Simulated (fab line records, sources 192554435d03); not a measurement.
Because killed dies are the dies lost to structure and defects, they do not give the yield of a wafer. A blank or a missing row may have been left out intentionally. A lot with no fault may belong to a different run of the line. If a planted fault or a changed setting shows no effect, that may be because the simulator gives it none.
fab line records    flow n5_finfet
[record] lots = 10  wafers = 30  last_day = 22
route steps=1938 shown MOL_CONTACT_COAG@615 BEOL_M0_SAQP@634 BEOL_M4@1111 PASSIVATION@1936
lots that met no fault: from a run of the same line without faults
start_h: hours from the record's first day to the start of the lot's first wafer shown    wait_h: hours since the lot's step before    " repeats the value in the row above    L1.1+2: a single row standing in for several wafers    - no value, or no start given    * or withheld: withheld    < > ~ a bound
route shown NAME@n: a module of which the file shows steps, and the number in the route of the first    usual: mean and standard deviation over wafers with no fault    same: alike in all rows    chamber/n: place in a boat    sites: each site's reading    _std_site: the values' standard deviation    _edge_site: mean of outer sites minus mean of inner sites    radius_mm: for every site, how far away it sits from the centre of the wafer    mask NAME#n: copy n    behind: the most recent tool/chamber to have shaped the wafer    hold: the reason the lot was held/the length of the hold in hours/how it ended    device: which transistor (n, p or np) failed to switch    end of line: the same wafers' tests at the end of the route    step lacking rows: just its recipe    killed: count of dies lost to structure and defects at first sort (not the wafer's yield)    map: a wafer's dies, marking killed ones x, the rest . and places with no die _
set.NAME: the setting as run; set.NAME@STEP: as run at that earlier step    model.NAME: the simulator's own value behind a step, which no gauge read
the route's steps for a sample of lots (tables are steps, rows are wafers)
services: the hour from which a tool's chamber was out of use, counted from the record's first day as start_h (under 0 if before that day), plus the number of hours and why
[[steps]]
[step N5_MOL_CONTACT_COAG_VIA_ETCH_117]
[recipe] chemistry = C4F6/O2  target_depth_a = 400  overetch_a = 80  mask_material = SOC  target = SiO2  bias_w = 455  pressure_mtorr = 10  time_s = 26  source_w = 325  Ar_flow_sccm = 300  C4F6_flow_sccm = 10  O2_flow_sccm = 10  ion_energy_ev = 575.3  ends = end_point
[usual] bias_w = 455.0/1.3  chamber_pressure_mTorr = 10.000/0.0099  drypump_motor_current_A = 5.8/0.42  oes_product_au = 0.70/0.076  rf_vpp_V = 1588/16  showerhead_plenum_p_Torr = 2.88/0.1  throttle_valve_pct = 41.11/0.15
lot.wafer  tool         chamber  start_h  wait_h  bias_w  chamber_pressure_mTorr  drypump_motor_current_A  oes_product_au  rf_hours_counter_h  rf_vpp_V  showerhead_plenum_p_Torr  throttle_valve_pct
L829.4     rie_diel-04  3        114.90   0.0     457.2   9.991                   5.1                      0.64            211                 1593      2.92                      41.10
L829.5     "            0        "        "       454.1   10.003                  6.1                      0.63            -                   1576      2.69                      40.89
L829.6     "            1        "        "       455.0   10.013                  5.6                      0.85            -                   1586      2.78                      41.20
L833.3     rie_diel-05  2        135.69   0.0     457.0   9.985                   5.7                      0.64            210                 1571      2.93                      41.31
L833.4     "            3        "        "       456.0   9.984                   6.6                      0.65            -                   1584      2.94                      41.06
L833.5     "            1        "        "       453.8   10.003                  5.4                      0.61            -                   1560      2.70                      41.07
L834.1     rie_diel-02  1        141.76   0.0     455.6   9.986                   5.7                      0.67            153                 1585      2.95                      40.87
L834.2     "            2        "        "       455.4   10.010                  5.7                      0.73            84                  1609      2.98                      41.27
L834.4     "            0        "        "       454.8   10.005                  5.6                      0.65            182                 1594      2.72                      41.07
L835.1     rie_diel-02  3        149.00   0.0     454.8   9.981                   5.6                      0.71            135                 1579      2.74                      41.24
L835.3     "            0        "        "       453.5   9.998                   5.6                      0.65            184                 1592      2.72                      41.07
L835.6     "            1        "        "       456.8   9.987                   5.7                      0.68            -                   1584      2.95                      40.87
L839.3     rie_diel-04  1        174.29   0.0     453.3   10.009                  5.6                      0.80            40                  1585      2.77                      41.20
L839.5     "            1        "        "       453.5   10.002                  5.6                      0.80            -                   1586      2.77                      41.21
L839.6     "            3        "        "       452.3   9.989                   5.1                      0.63            -                   1592      2.91                      41.12
L840.2     rie_diel-02  2        181.49   0.0     456.8   10.019                  5.6                      0.71            98                  1610      2.97                      41.28
L840.4     "            1        "        "       456.1   9.988                   5.8                      0.67            168                 1585      2.94                      40.86
L840.6     "            0        "        "       454.9   10.003                  5.6                      0.64            -                   1593      2.72                      41.08
L843.3     rie_diel-04  2        196.91   0.0     455.1   9.994                   5.2                      0.63            219                 1574      2.81                      41.16
L843.5     "            2        "        "       455.1   10.009                  5.2                      0.63            -                   1575      2.81                      41.18
L843.6     "            1        "        "       453.5   10.006                  5.6                      0.79            -                   1585      2.77                      41.22
L845.1     rie_diel-02  2        209.98   0.0     455.4   9.989                   5.6                      0.71            107                 1608      2.97                      41.29
L845.2     "            1        "        "       454.4   10.002                  5.8                      0.67            177                 1584      2.94                      40.90
L845.5     "            3        "        "       454.0   10.004                  5.6                      0.69            -                   1581      2.73                      41.24
L846.1     rie_diel-05  1        213.11   0.0     453.5   10.004                  5.4                      0.83            13                  1586      3.03                      40.89
L846.4     "            3        "        "       457.5   10.003                  6.7                      0.64            203                 1581      2.93                      41.08
L846.5     "            2        "        "       456.1   10.002                  5.8                      0.62            -                   1569      2.92                      41.36
L847.1     rie_diel-05  3        217.96   0.0     453.0   9.986                   6.6                      0.63            205                 1582      2.93                      41.07
L847.5     "            0        "        "       457.0   9.996                   6.3                      0.80            -                   1622      2.89                      41.09
L847.6     "            1        "        "       455.0   9.996                   5.4                      0.83            -                   1585      3.03                      40.90
[step N5_MOL_CONTACT_COAG_INSPECT_97]
[recipe] inspect_instrument = darkfield  mode = post_anneal
[usual] raw_defect_count = 42/17
lot.wafer  tool               chamber  start_h  wait_h  raw_defect_count
L829.4     defect_inspect-01  -        119.12   0.1     28
L829.5     "                  -        "        "       43
L829.6     "                  -        "        "       31
L833.3     defect_inspect-01  -        140.16   0.1     27
L833.4     "                  -        "        "       32
L833.5     "                  -        "        "       51
L834.1     defect_inspect-01  -        145.92   0.0     36
L834.2     "                  -        "        "       53
L834.4     "                  -        "        "       79
L835.1     defect_inspect-02  -        153.17   0.0     41
L835.3     "                  -        "        "       24
L835.6     "                  -        "        "       48
L839.3     defect_inspect-02  -        178.48   0.1     60
L839.5     "                  -        "        "       46
L839.6     "                  -        "        "       43
L840.2     defect_inspect-02  -        185.66   0.0     20
L840.4     "                  -        "        "       42
L840.6     "                  -        "        "       46
L843.3     defect_inspect-01  -        201.10   0.1     59
L843.5     "                  -        "        "       62
L843.6     "                  -        "        "       65
L845.1     defect_inspect-02  -        214.14   0.0     34
L845.2     "                  -        "        "       26
L845.5     "                  -        "        "       30
L846.1     defect_inspect-01  -        217.26   0.0     52
L846.4     "                  -        "        "       50
L846.5     "                  -        "        "       41
L847.1     defect_inspect-02  -        222.10   0.0     45
L847.5     "                  -        "        "       33
L847.6     "                  -        "        "       52
[step N5_BEOL_M0_SAQP_HM_DEP_02]
[recipe] material = TiN  target_thk_a = 120  temp_c = 25  chamber_pressure_pa = 0.49996
[usual] chamber_pressure_pa = 0.5000/0.00091  substrate_temp_c = 25.02/0.11  throttle_valve_pct = 29.5/1
lot.wafer  tool            chamber  start_h  wait_h  chamber_pressure_pa  substrate_temp_c  throttle_valve_pct
L829.4     pvd_sputter-02  -        121.67   2.2     0.4994               25.05             31.2
L829.5     "               -        "        "       0.5006               25.09             30.0
L829.6     "               -        "        "       0.4995               24.93             28.7
L833.3     pvd_sputter-02  -        142.51   2.0     -                    -                 -
L833.4     "               -        "        "       -                    -                 -
L833.5     "               -        "        "       -                    -                 -
L834.1     pvd_sputter-02  -        147.43   1.1     -                    -                 -
L834.2     "               -        "        "       -                    -                 -
L834.4     "               -        "        "       -                    -                 -
L835.1     pvd_sputter-02  -        155.08   1.5     -                    -                 -
L835.3     "               -        "        "       -                    -                 -
L835.6     "               -        "        "       -                    -                 -
L839.3     pvd_sputter-03  -        179.77   1.0     0.4992               25.06             29.0
L839.5     "               -        "        "       0.5001               25.14             28.0
L839.6     "               -        "        "       0.4993               24.99             29.2
L840.2     pvd_sputter-03  -        187.23   1.2     0.4978               25.08             29.5
L840.4     "               -        "        "       0.5009               24.93             28.9
L840.6     "               -        "        "       0.5005               25.03             28.1
L843.3     pvd_sputter-01  -        203.27   1.8     0.5008               25.04             29.3
L843.5     "               -        "        "       0.5006               25.15             28.3
L843.6     "               -        "        "       0.5006               24.89             30.1
L845.1     pvd_sputter-01  -        215.81   1.3     0.5016               25.08             28.2
L845.2     "               -        "        "       0.5006               25.00             29.4
L845.5     "               -        "        "       0.4996               24.94             30.3
L846.1     pvd_sputter-02  -        217.98   0.4     0.4985               25.02             31.2
L846.4     "               -        "        "       0.4997               25.02             28.9
L846.5     "               -        "        "       0.5010               25.03             30.0
L847.1     pvd_sputter-02  -        222.73   0.3     0.5002               25.03             31.0
L847.5     "               -        "        "       0.4996               24.93             30.9
L847.6     "               -        "        "       0.5007               24.90             30.4
[step N5_BEOL_M0_SAQP_PECVD_04]
[recipe] material = a-Si  target_thk_a = 600  temp_c = 350  precursor = SiH4/He  pressure_torr = 3  rf_w = 100  time_s = 60.2
[usual] heater_power_w = 572/54  showerhead_plenum_p_Torr = 5.65/0.039  throttle_valve_pct = 18.0/0.57
lot.wafer  tool      chamber  start_h  wait_h  heater_power_w  showerhead_plenum_p_Torr  throttle_valve_pct
L829.4     pecvd-02  1        121.94   0.0     544             5.67                      17.6
L829.5     "         0        "        "       684             5.67                      18.7
L829.6     "         2        "        "       594             5.62                      17.7
L833.3     pecvd-04  2        142.74   0.0     542             5.63                      18.0
L833.4     "         1        "        "       551             5.71                      17.6
L833.5     "         0        "        "       579             5.60                      18.3
L834.1     pecvd-04  2        147.67   0.0     508             5.63                      17.7
L834.2     "         0        "        "       604             5.60                      18.6
L834.4     "         2        "        "       533             5.63                      18.0
L835.1     pecvd-02  2        155.31   0.0     542             5.61                      17.4
L835.3     "         0        "        "       598             5.68                      18.7
L835.6     "         1        "        "       572             5.65                      17.5
L839.3     pecvd-04  2        180.02   0.0     471             5.63                      18.0
L839.5     "         1        "        "       559             5.71                      17.5
L839.6     "         2        "        "       478             5.64                      17.7
L840.2     pecvd-02  1        187.46   0.0     580             5.66                      17.7
L840.4     "         1        "        "       480             5.67                      17.8
L840.6     "         0        "        "       690             5.69                      18.6
L843.3     pecvd-04  1        203.51   0.0     543             5.70                      17.3
L843.5     "         2        "        "       535             5.63                      18.2
L843.6     "         1        "        "       539             5.70                      17.7
L845.1     pecvd-02  2        216.04   0.0     537             5.62                      17.9
L845.2     "         1        "        "       530             5.66                      17.8
L845.5     "         1        "        "       524             5.65                      17.7
L846.1     pecvd-04  1        218.22   0.0     503             5.72                      17.4
L846.4     "         2        "        "       525             5.64                      18.5
L846.5     "         1        "        "       498             5.72                      17.4
L847.1     pecvd-04  1        222.97   0.0     514             5.71                      17.7
L847.5     "         2        "        "       546             5.63                      18.4
L847.6     "         1        "        "       542             5.69                      17.6
[step N5_BEOL_M4_RC_MEAS_101]
[usual] DIBL_N = 36.3/1.1  DIBL_P = 36.3/1.4  IOFF_N = 0.155/0.019  IOFF_P = 0.211/0.027  ION_N = 672/8.5  ION_P = 462/5.8  SS_N = 71.5/0.56  SS_P = 73.3/0.52  VT_N = 249.9/2.5  VT_P = -249.8/2.8
lot.wafer  tool       chamber  start_h  wait_h  DIBL_N[mV/V]  DIBL_P[mV/V]  IOFF_N[nA/um]  IOFF_P[nA/um]  ION_N[uA/um]  ION_P[uA/um]  SS_N[mV/dec]  SS_P[mV/dec]  VT_N[mV]  VT_P[mV]
L829.4     prober-01  0        228.86   0.5     35.6          36.9          0.152          0.178          669           451           71.1          73.6          248.7     -253.7
L829.5     "          0        "        "       34.9          35.4          0.134          0.170          670           456           71.3          73.3          249.2     -252.4
L829.6     "          0        "        "       35.7          35.9          0.153          0.178          671           455           72.0          73.3          251.5     -253.4
L839.3     prober-01  0        335.78   0.3     34.7          33.6          0.137          0.184          666           458           70.4          72.8          250.3     -251.3
L839.5     "          0        "        "       36.8          35.7          0.175          0.211          667           453           71.2          73.8          248.7     -250.6
L839.6     "          0        "        "       35.3          34.6          0.146          0.197          665           458           70.7          73.1          248.0     -250.7
L840.2     prober-01  0        346.64   0.2     36.8          37.0          0.144          0.238          663           460           72.3          73.7          251.8     -247.6
L840.4     "          0        "        "       34.9          35.0          0.116          0.204          650           455           71.6          72.6          257.1     -250.4
L840.6     "          0        "        "       37.2          37.4          0.153          0.250          665           460           72.1          73.7          251.9     -248.8
L843.3     prober-01  0        351.59   0.3     35.4          36.2          0.143          0.196          665           461           71.9          73.2          253.8     -252.5
L843.5     "          0        "        "       35.7          37.6          0.146          0.219          669           463           71.4          73.5          252.3     -248.9
L843.6     "          0        "        "       34.8          35.6          0.134          0.186          658           454           72.3          73.0          252.1     -251.9
L845.1     prober-02  0        385.35   0.0     38.3          37.3          0.176          0.236          677           462           71.2          73.9          245.9     -248.3
L845.2     "          0        "        "       37.5          35.8          0.154          0.206          680           465           71.6          73.1          252.5     -249.6
L845.5     "          0        "        "       36.9          35.6          0.149          0.204          669           457           71.5          73.6          250.5     -249.6
L847.1     prober-02  0        390.06   0.0     36.5          36.4          0.150          0.210          676           466           71.5          72.9          250.0     -250.0
L847.5     "          0        "        "       40.0          40.9          0.228          0.301          699           479           72.5          74.0          242.9     -244.8
L847.6     "          0        "        "       37.1          37.2          0.171          0.236          677           471           71.1          73.1          246.3     -247.0
L846.1     prober-02  0        391.34   0.0     36.7          36.8          0.160          0.218          677           467           71.3          73.0          248.6     -247.3
L846.4     "          0        "        "       37.0          37.5          0.168          0.219          684           468           70.9          72.6          249.9     -248.5
L846.5     "          0        "        "       35.8          35.6          0.143          0.199          665           463           71.3          73.0          249.8     -250.6
[step N5_PASSIVATION_PROBE_49]
[usual] defect_limited_yield = 91.4/1.2  killed_at_M0_to_M3 = 34/10  killed_at_M4_up = 14/5.1  killed_at_contacts = 12/6.4  killed_at_front_end = 38/9.3  killed_at_other = 4/3  killed_dies = 102/15  killed_on_rim = 13/3.6  killed_open = 67/12  killed_short = 33/6.9  sort_bin_5_function = 5.0/0.86  sort_bin_6_memory = 3.2/0.58  sort_bin_8_speed = 0.00/0.0099  sort_n_pass = 1078/15  sort_yield_pct = 91.4/1.2
[same] gross_dies = 1180  killed_at_back_side = 0  sort_bin_4_leakage[%] = 0
lot.wafer  tool       chamber  start_h  wait_h  defect_limited_yield[%]  killed_at_M0_to_M3  killed_at_M4_up  killed_at_contacts  killed_at_front_end  killed_at_other  killed_dies  killed_on_rim  killed_open  killed_short  sort_bin_5_function[%]  sort_bin_6_memory[%]  sort_bin_8_speed[%]  sort_n_pass  sort_yield_pct[%]
L833.3     prober-01  -        358.41   0.1     0                        1102                17               13                  43                   5                1180         152            69           49            95.3                    4.3                   0                    0            0
L833.4     prober-01  -        358.46   0.2     0                        1136                10               6                   25                   3                1180         152            43           32            97.0                    2.5                   0                    0            0
L833.5     prober-01  -        358.51   0.2     0                        1122                13               19                  26                   0                1180         152            65           39            96.8                    3.1                   0                    0            0
L834.1     prober-01  -        388.53   0.0     0                        1110                13               21                  32                   4                1180         152            71           27            96.9                    2.8                   0                    0            0
L834.2     prober-01  -        388.58   0.1     0                        1117                9                21                  30                   3                1180         152            63           24            97.1                    2.8                   0                    0            0
L834.4     prober-01  -        388.68   0.2     0                        1110                7                31                  30                   2                1180         152            75           32            95.6                    4.1                   0                    0            0
L847.1     prober-01  -        508.95   0.0     91.9                     21                  8                7                   56                   3                95           11             73           20            4.7                     3.2                   0                    1085         91.9
L847.5     prober-01  -        509.15   0.2     91.9                     18                  11               3                   50                   14               96           10             59           34            4.5                     3.5                   0                    1084         91.9
L847.6     prober-01  -        509.20   0.3     91.1                     14                  10               22                  53                   6                105          12             64           35            5.8                     3.0                   0                    1075         91.1
L846.1     prober-01  -        522.26   0.0     91.2                     42                  11               21                  29                   1                104          13             68           35            5.2                     3.4                   0                    1076         91.2
L846.4     prober-01  -        522.41   0.2     91.7                     34                  11               13                  37                   3                98           15             59           36            4.2                     3.6                   0                    1082         91.7
L846.5     prober-01  -        522.46   0.2     91.0                     37                  8                33                  28                   0                106          18             76           29            4.8                     3.7                   0                    1074         91.0
// killed by level:class
L833.3 BEOL_M0_SAQP:area_dep=1062 BEOL_M0_SAQP:geometric_particle:short=10 STI_FIN_REVEAL:geometric_particle:open=10 MOL_CONTACT_COAG:geometric_particle:open=8 ILD0:geometric_particle:short=7 DUMMY_GATE:geometric_particle:open=6 BEOL_M2:geometric_particle:open=6 FIN_SAQP:geometric_particle:short=5
L833.4 BEOL_M0_SAQP:area_dep=1104 BEOL_M0_SAQP:geometric_particle:short=8 BEOL_M0_SAQP:geometric_particle:open=8 MOL_CONTACT_COAG:geometric_particle:open=6 FIN_SAQP:geometric_particle:open=5 BEOL_M3:geometric_particle:short=5 BEOL_M3:geometric_particle:open=5 BEOL_M4:geometric_particle:open=4
L833.5 BEOL_M0_SAQP:area_dep=1075 MOL_CONTACT_COAG:geometric_particle:open=16 BEOL_M0_SAQP:geometric_particle:short=16 BEOL_M0_SAQP:geometric_particle:open=15 BEOL_M4:geometric_particle:open=7 FIN_SAQP:geometric_particle:short=6 FIN_SAQP:geometric_particle:open=4 BEOL_M2:geometric_particle:open=4
L834.1 BEOL_M0_SAQP:area_dep=1081 MOL_CONTACT_COAG:geometric_particle:open=17 FIN_SAQP:geometric_particle:open=11 BEOL_M0_SAQP:geometric_particle:open=11 BEOL_M0_SAQP:geometric_particle:short=7 BEOL_M4:geometric_particle:open=7 STARTING-WAFER:geometric_particle:open=7 GATE_CUT:geometric_particle:short=6
L834.2 BEOL_M0_SAQP:area_dep=1090 MOL_CONTACT_COAG:geometric_particle:open=16 BEOL_M1:geometric_particle:open=7 BEOL_M2:geometric_particle:open=7 DUMMY_GATE:geometric_particle:open=6 STI_FIN_REVEAL:geometric_particle:open=5 GATE_CUT:geometric_particle:short=5 MOL_CONTACT_COAG:geometric_particle:short=5
L834.4 BEOL_M0_SAQP:area_dep=1072 MOL_CONTACT_COAG:geometric_particle:open=26 BEOL_M0_SAQP:geometric_particle:short=11 BEOL_M0_SAQP:geometric_particle:open=10 BEOL_M2:geometric_particle:open=8 GATE_CUT:geometric_particle:open=6 STI_FIN_REVEAL:geometric_particle:open=5 MOL_CONTACT_COAG:geometric_particle:short=5
L847.1 STI_FIN_REVEAL:geometric_particle:open=24 BEOL_M1:geometric_particle:open=10 MOL_CONTACT_COAG:geometric_particle:open=7 FIN_SAQP:geometric_particle:open=5 GATE_CUT:geometric_particle:short=5 STARTING-WAFER:geometric_particle:open=5 FIN_SAQP:geometric_particle:short=4 DUMMY_GATE:geometric_particle:open=3
L847.5 FIN_SAQP:geometric_particle:open=11 FIN_SAQP:geometric_particle:short=11 STI_FIN_REVEAL:geometric_particle:open=9 BEOL_M2:geometric_particle:open=8 DUMMY_GATE:geometric_particle:open=4 BEOL_M3:geometric_particle:open=4 PAD_METAL:geometric_particle:short=4 SPACER0:geometric_particle:open=3
L847.6 STI_FIN_REVEAL:geometric_particle:open=16 MOL_CONTACT_COAG:geometric_particle:open=13 MOL_CONTACT_COAG:geometric_particle:short=6 SPACER0:geometric_particle:short=5 GATE_CUT:geometric_particle:short=5 BEOL_M2:geometric_particle:open=4 STARTING-WAFER:geometric_particle:short=4 STARTING-WAFER:geometric_particle:open=4
L846.1 MOL_CONTACT_COAG:geometric_particle:open=17 BEOL_M0_SAQP:geometric_particle:open=10 STI_FIN_REVEAL:geometric_particle:open=10 BEOL_M0_SAQP:geometric_particle:short=10 BEOL_M3:geometric_particle:open=7 GATE_CUT:geometric_particle:short=5 FIN_SAQP:geometric_particle:open=4 BEOL_M5:geometric_particle:open=4
L846.4 BEOL_M2:geometric_particle:open=10 MOL_CONTACT_COAG:geometric_particle:open=9 FIN_SAQP:geometric_particle:open=6 GATE_CUT:geometric_particle:open=6 FIN_SAQP:geometric_particle:short=5 BEOL_M0_SAQP:geometric_particle:short=5 STARTING-WAFER:geometric_particle:short=5 GATE_CUT:geometric_particle:short=4
L846.5 MOL_CONTACT_COAG:geometric_particle:open=27 BEOL_M2:geometric_particle:open=14 FIN_SAQP:geometric_particle:short=7 MOL_CONTACT_COAG:geometric_particle:short=6 BEOL_M0_SAQP:geometric_particle:short=6 BEOL_M0:geometric_particle:open=5 BEOL_M3:geometric_particle:open=5 FIN_SAQP:geometric_particle:open=4
[[services]]
tool            chamber  start_h  hours  kind
pvd_sputter-02  -        106.49   1.0    repair
rie_diel-05     0        113.99   -      clean
rie_diel-05     0        113.99   -      consumable_replace:focus_ring
rie_diel-05     0        113.99   24.4   scheduled_down
rie_diel-05     0        113.99   24.4   vent_cycle
pvd_sputter-03  -        118.46   0.5    repair
rie_diel-05     1        126.71   2.8    repair
pecvd-02        -        135.57   2.8    pm
pvd_sputter-01  -        138.92   4.7    repair
rie_diel-05     2        144.20   3.8    repair
pecvd-02        -        146.48   1.5    repair
pecvd-04        0        148.08   16.5   scheduled_down
rie_diel-04     0        157.01   -      clean
rie_diel-04     0        157.01   -      consumable_replace:focus_ring
rie_diel-04     0        157.01   -      consumable_replace:showerhead
rie_diel-04     0        157.01   20.0   scheduled_down
rie_diel-04     0        157.01   20.0   vent_cycle
rie_diel-05     1        157.39   -      clean
rie_diel-05     1        157.39   -      consumable_replace:focus_ring
rie_diel-05     1        157.39   -      consumable_replace:showerhead
pvd_sputter-02  -        163.68   5.1    repair
rie_diel-05     -        172.97   2.8    pm
rie_diel-04     3        212.32   -      clean
pecvd-02        2        218.23   2.1    scheduled_down
[[key]]
[first_sign] step = N5_BEOL_M0_SAQP_HM_DEP_02  reading = tool_record  direction = missing
[effect] step = N5_PASSIVATION_PROBE_49  reading = sort_bin_5_function  direction = up  sigmas = 99+  usual = 5.0  struck = 96.5
[more_kills_born_at] N5_BEOL_M0_SAQP_HM_DEP_02@pvd_sputter-02 = 6483
met_at N5_BEOL_M0_SAQP_HM_DEP_02
struck_lots L833,L834,L835
rows_end L835.1,L835.3,L835.6
later_rows_left_out L833.3,L833.4,L833.5,L834.1,L834.2,L834.4
not_acting_at N5_MOL_CONTACT_COAG_VIA_ETCH_117,N5_MOL_CONTACT_COAG_INSPECT_97,N5_BEOL_M0_SAQP_PECVD_04
onset_between 121.67 142.51
[fault] kind = skipped_step_whole  tool = pvd_sputter-02  chamber = -  onset_h = 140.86  steps = N5_BEOL_M0_SAQP_HM_DEP_02  scope = struck_lots_only
// later_rows_left_out: the simulator's readings of these wafers behind a module that went badly wrong aren't trusted and aren't shown, but for the sort
// rows_end: these wafers met a further fault down the route, and their rows from its step on are left out
